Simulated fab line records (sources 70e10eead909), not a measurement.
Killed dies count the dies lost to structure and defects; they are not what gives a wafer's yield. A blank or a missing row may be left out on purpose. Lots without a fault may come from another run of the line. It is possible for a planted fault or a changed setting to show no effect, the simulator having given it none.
Comparing a struck lot with a sound one	flow nand-harc	18 out of 1302 route steps
Sound: these wafers, L441.1, L441.2, L441.3. The struck wafers were L452.2, L452.3, L452.6. The cause is named last.
For every step that has rows: the tool of each side, followed by ch and its chambers, followed by its first start. Under that, the readings that differ: sound wafers	struck wafers	difference of the means	sigmas: that difference in standard deviations of wafers without a fault.
alike: a reading whose means differ by less than 2 such deviations, as well as words and numbers matching on both sides. not compared: withheld readings; readings where some wafer has no value; bounds like >300 that might hide an equal value; numbers whose values overlap and for which the record gives no deviation.
The two part at a step that has a row with sigmas, a row that says differs or no value, or rows on one side only. Non-overlapping numbers with no deviation appear without sigmas and do not part them. A reading that every wafer of one side lacks parts them only if that side has two wafers or more.

first, 1 step without rows for these wafers: NHARC_A_M0_SRD_25.
NHARC_A_M0_INSPECT_27:
  sound on defect-inspect-02, day 23 06:28; struck on defect-inspect-02, day 28 10:56
  alike: raw-defect-count
NHARC_A_M0_PRE_CLEAN_31: time 12 s.
  sound on pecvd-04 ch 0,1,2, day 23 06:32; struck on pecvd-04 ch 1,2, day 28 11:01
  alike: heater-power-w
  not compared: since-wet-clean-h
NHARC_A_M0_DEP_32: deposits SiCN, target thk 30 nm.
  sound on pecvd-04 ch 0,1,2, day 23 06:36; struck on pecvd-04 ch 1,2, day 28 11:05
  alike: heater-power-w
  not compared: since-wet-clean-h
then, 7 steps without rows for these wafers: NHARC_A_M1_DEP_00 (deposits SiOC, target thk 182.5 nm); NHARC_A_M1_DEHYDRATE_01 (time 120 s); NHARC_A_M1_HMDS_02 (time 30 s); NHARC_A_M1_COAT_34 (time 65 s); NHARC_A_M1_COAT_03 (resist thk 90 nm); NHARC_A_M1_SOFTBAKE_04 (time 55 s); NHARC_A_M1_EBR_05.
NHARC_A_M1_EXPOSE_06: exposes mask A M1, target cd 120 nm.
  sound on arfi-scanner-02 ch 0, day 23 07:43; struck on arfi-scanner-03 ch 0, day 28 12:11
reading	sound	struck	difference	sigmas
model.A_M1.overlay-x-nm (nm)	-0.2114 -0.2114 -0.2114	28.55 28.55 28.55	+28.76	
  alike: mask
then, 2 steps without rows for these wafers: NHARC_A_M1_PEB_07 (peb time 65 s); NHARC_A_M1_DEVELOP_08 (develop time 35 s).
NHARC_A_M1_CD_MEAS_09 targets a cd of 120 nm.
  sound on cd-sem-03 ch 0, day 23 07:51; struck on cd-sem-02 ch 0, day 28 12:20
  alike: cd-nm
NHARC_A_M1_OVL_MEAS_10: pitch 240 nm.
  sound on overlay-01, day 23 07:56; struck on overlay-01, day 28 12:25
reading	sound	struck	difference	sigmas
overlay-x-nm (nm)	-0.4 0.0 -0.4	29.3 28.1 28.8	+29.0	+37
overlay-y-nm (nm)	-0.8 -0.3 -0.4	1.6 1.2 2.4	+2.2	+3
NHARC_A_M1_INSPECT_11:
  sound on defect-inspect-01, day 23 07:59; struck on defect-inspect-02, day 28 12:28
  alike: raw-defect-count
NHARC_END_SORT_01:
  at this point the record logs the struck wafers (prober-01 ch 0, day 30 01:17) and has no rows for the sound ones

## WHERE THEY PART
Earliest at NHARC_A_M1_OVL_MEAS_10; latest, in this record, at NHARC_END_SORT_01.

WHY: whatever the simulator had introduced
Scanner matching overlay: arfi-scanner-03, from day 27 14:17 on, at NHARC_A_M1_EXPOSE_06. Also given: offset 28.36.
